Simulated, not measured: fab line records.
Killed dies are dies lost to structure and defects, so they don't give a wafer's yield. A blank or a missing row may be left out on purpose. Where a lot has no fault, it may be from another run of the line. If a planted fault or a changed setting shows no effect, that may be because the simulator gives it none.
Matching of chambers | flow nandHarc | 4 sister chambers for NHARC_A_CONTACT_ETCH_97 on rieDiel-05
The step etches the open film in C4F6/O2, target depth 20 nm, time 10 s. 8 wafers are shown with their chamber, then 7 later ones without.

EACH WAFER AND ITS CHAMBER
wafer  | chamber | drypumpMotorCurrentA (A) | showerheadPlenumPTorr (Torr)
L890.3 | 3       | 5.4                      | 3.89
L898.3 | 0       | 5.4                      | 3.99
L898.5 | 2       | 6.4                      | 3.73
L899.1 | 1       | 5.2                      | 4.00
L899.5 | 2       | 6.5                      | 3.73
L899.6 | 0       | 5.4                      | 3.99
L908.2 | 3       | 5.4                      | 3.88
L908.4 | 1       | 5.2                      | 3.99

WAFERS MISSING THEIR CHAMBER
wafer  | drypumpMotorCurrentA (A) | showerheadPlenumPTorr (Torr)
L908.5 | 5.4                      | 3.88
L912.1 | 5.2                      | 3.99
L912.3 | 6.4                      | 3.72
L912.4 | 5.4                      | 3.87
L910.1 | 6.4                      | 3.72
L910.4 | 5.4                      | 3.98
L910.5 | 6.4                      | 3.72

EACH ONE'S CHAMBER
wafer  | from the rows above | in truth
L908.5 | 3                   | 3
L912.1 | 1                   | 1
L912.3 | 2                   | 2
L912.4 | 3                   | 3
L910.1 | 2                   | 2
L910.4 | 0                   | 0
L910.5 | 2                   | 2
Placed correctly: 7 of 7. Number that these rows cannot place: 0. 0 placed wrongly.
How it was worked out, from the rows above alone: a wafer's distance from a chamber is the root of the sum, over the readings, of the square of ((its reading less the chamber's mean) divided by the reading's scatter). The wafer belongs to the nearest chamber; if the next one is less than 2 further off, it can't be placed. The mean given for a chamber averages the wafers shown for that chamber. How the scatter is found: for the shown wafers, subtract from each reading the mean of its chamber, square and add these, divide the total by (wafers less chambers), then take the root.
